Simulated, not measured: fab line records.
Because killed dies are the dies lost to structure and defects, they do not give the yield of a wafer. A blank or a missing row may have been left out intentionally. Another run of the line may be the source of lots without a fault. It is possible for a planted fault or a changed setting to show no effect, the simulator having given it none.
Split-lot experiment | flow n5 finfet | 39 wafers read from 7 lots, route of 1938 steps

== ABOUT THE SPLIT ==
At N5_BEOL_M9_ILD_DEP_00 (deposits SiCOH lowk from DEMS/porogen, target thk 308.51 nm, time 58 s), the setting target thk a was moved away from the recipe's 3085.1 angstrom on 18 of the 39 wafers read, by -43.0% to +56.6%. The other wafers ran this setting at the recipe's value.

== FROM THE SPLIT ON TO THE READING: in between, the file shows 1 step ==
- N5_BEOL_M9_CURE_71: cures SiCOH lowk, time 240 s

== THE READING ==
M9_ILD_THK in nanometres, read at N5_BEOL_M9_THK_MEAS_01. A value of 269 nm with a standard deviation of 3.6 nm is what fault-free wafers of this fab line usually give.

wafer  | tool, chamber at the split | target thk a as run, angstrom | against the recipe | M9_ILD_THK, nm | against lot-mates on the recipe
L075.1 | pecvd-01, 1                | 1757                          | -43.0%             | 150            | -119
L075.2 | pecvd-01, 0                | 3085.1                        | recipe             | 267            | -
L075.3 | pecvd-01, 2                | 1757                          | -43.0%             | 153            | -116
L075.4 | pecvd-01, 1                | 1757                          | -43.0%             | 153            | -116
L075.5 | pecvd-01, 0                | 3085.1                        | recipe             | 271            | -
L075.6 | pecvd-01, 2                | 3085.1                        | recipe             | 270            | -
L076.1 | pecvd-02, 1                | 4739                          | +53.6%             | 408            | +142
L076.2 | pecvd-02, 0                | 3085.1                        | recipe             | 261            | -
L076.3 | pecvd-02, 0                | 3085.1                        | recipe             | 268            | -
L076.4 | pecvd-02, 1                | 4739                          | +53.6%             | 415            | +149
L076.5 | pecvd-02, 0                | 4739                          | +53.6%             | 414            | +148
L076.6 | pecvd-02, 1                | 3085.1                        | recipe             | 268            | -
L077.1 | pecvd-03, 0                | 3085.1                        | recipe             | 263            | -
L077.2 | pecvd-03, 1                | 3085.1                        | recipe             | 260            | -
L077.3 | pecvd-03, 2                | 2518                          | -18.4%             | 214            | -50
L077.4 | pecvd-03, 2                | 3085.1                        | recipe             | 269            | -
L077.5 | pecvd-03, 1                | 2518                          | -18.4%             | 215            | -49
L077.6 | pecvd-03, 0                | 2518                          | -18.4%             | 218            | -46
L078.1 | pecvd-01, 0                | 4832                          | +56.6%             | 427            | +155
L078.2 | pecvd-01, 1                | 3085.1                        | recipe             | 270            | -
L078.3 | pecvd-01, 2                | 3085.1                        | recipe             | 269            | -
L078.4 | pecvd-01, 0                | 3085.1                        | recipe             | 277            | -
L078.5 | pecvd-01, 1                | 4832                          | +56.6%             | 430            | +158
L078.6 | pecvd-01, 2                | 4832                          | +56.6%             | 433            | +161
L080.1 | pecvd-02, 0                | 2583                          | -16.3%             | 222            | -46
L080.2 | pecvd-02, 1                | 3085.1                        | recipe             | 269            | -
L080.3 | pecvd-02, 2                | 3085.1                        | recipe             | 266            | -
L080.4 | pecvd-02, 0                | 2583                          | -16.3%             | 221            | -47
L080.5 | pecvd-02, 2                | 2583                          | -16.3%             | 227            | -41
L080.6 | pecvd-02, 1                | 3085.1                        | recipe             | 268            | -
L088.2 | pecvd-01, 0                | 3085.1                        | recipe             | 270            | -
L088.3 | pecvd-01, 2                | 3085.1                        | recipe             | 267            | -
L088.5 | pecvd-01, 1                | 3085.1                        | recipe             | 270            | -
L089.1 | pecvd-02, 0                | 3085.1                        | recipe             | 261            | -
L089.2 | pecvd-02, 2                | 3085.1                        | recipe             | 262            | -
L089.3 | pecvd-02, 1                | 1760                          | -43.0%             | 149            | -114
L089.4 | pecvd-02, 2                | 1760                          | -43.0%             | 151            | -112
L089.5 | pecvd-02, 0                | 1760                          | -43.0%             | 150            | -113
L089.6 | pecvd-02, 1                | 3085.1                        | recipe             | 267            | -

THE FIT
A straight line over all 39 wafers: M9_ILD_THK changes by +2.76 nm for each +1% of target thk a; r = +1.00; the points scatter about the line by 4 nm.
The same after taking each lot's own level away (the mean of its wafers on the recipe; 39 wafers): +2.73 nm for each +1%; r = +1.00; scatter 2.9 nm.
The reading moves by 1.5e+02 nm for the largest change in target thk a, on that fit.
Measured against the standard deviation above, the lots' own levels, which go from 263.3 to 272.0 nm, span 2.4 times it.
The two slopes are in agreement: the lot-to-lot level therefore moves the slope only a little.
Check: with one of the wafers moved furthest among these (+56.6%) left out of the fit, the line predicts +155 nm for it against its lot-mates. Against them it came out at +155 nm.

== THESE WAFERS: OTHER SPLITS ==
Before the reading, these wafers also passed through other splits. Each is held against what the fit with the lots' levels taken away leaves over:
other split on the same wafers         | wafers away from the commonest value | r with M9_ILD_THK (lot level and that fit taken away)
N5_MOL_CONTACT_COAG_ALD_131 ald cycles | 15                                   | +0.06
N5_BEOL_M2_DESCUM_33 time s            | 15                                   | -0.06
N5_BEOL_M4_DESCUM_16 time s            | 18                                   | +0.18
N5_BEOL_M7_ILD_DEP_00 time s           | 9                                    | +0.07

== THE WHOLE CHAIN: every reading that the file lists as answering this split, in the file's order ==
step                   | what it does                                                           | reading                                                                                  | change (the file's fit)              | r (the file's)
N5_BEOL_M9_ILD_DEP_00  | deposits SiCOH lowk from DEMS/porogen, target thk 308.51 nm, time 58 s | SiCOH_lowk_of_BEOL_M9_ILD_DEP_00.thk nm (the simulator's own value, which no gauge read) | +3.08 nm for each +1% of the setting | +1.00
N5_BEOL_M9_CURE_71     | cures SiCOH lowk, time 240 s                                           | SiCOH_lowk_of_BEOL_M9_ILD_DEP_00.thk nm (the simulator's own value, which no gauge read) | +2.73 nm for each +1% of the setting | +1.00
N5_BEOL_M9_THK_MEAS_01 |                                                                        | M9_ILD_THK                                                                               | +2.73 for each +1% of the setting    | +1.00

== FILE'S OWN FIT ==
M9_ILD_THK changes by +2.73 nm for each +1% of target thk a, r = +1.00.
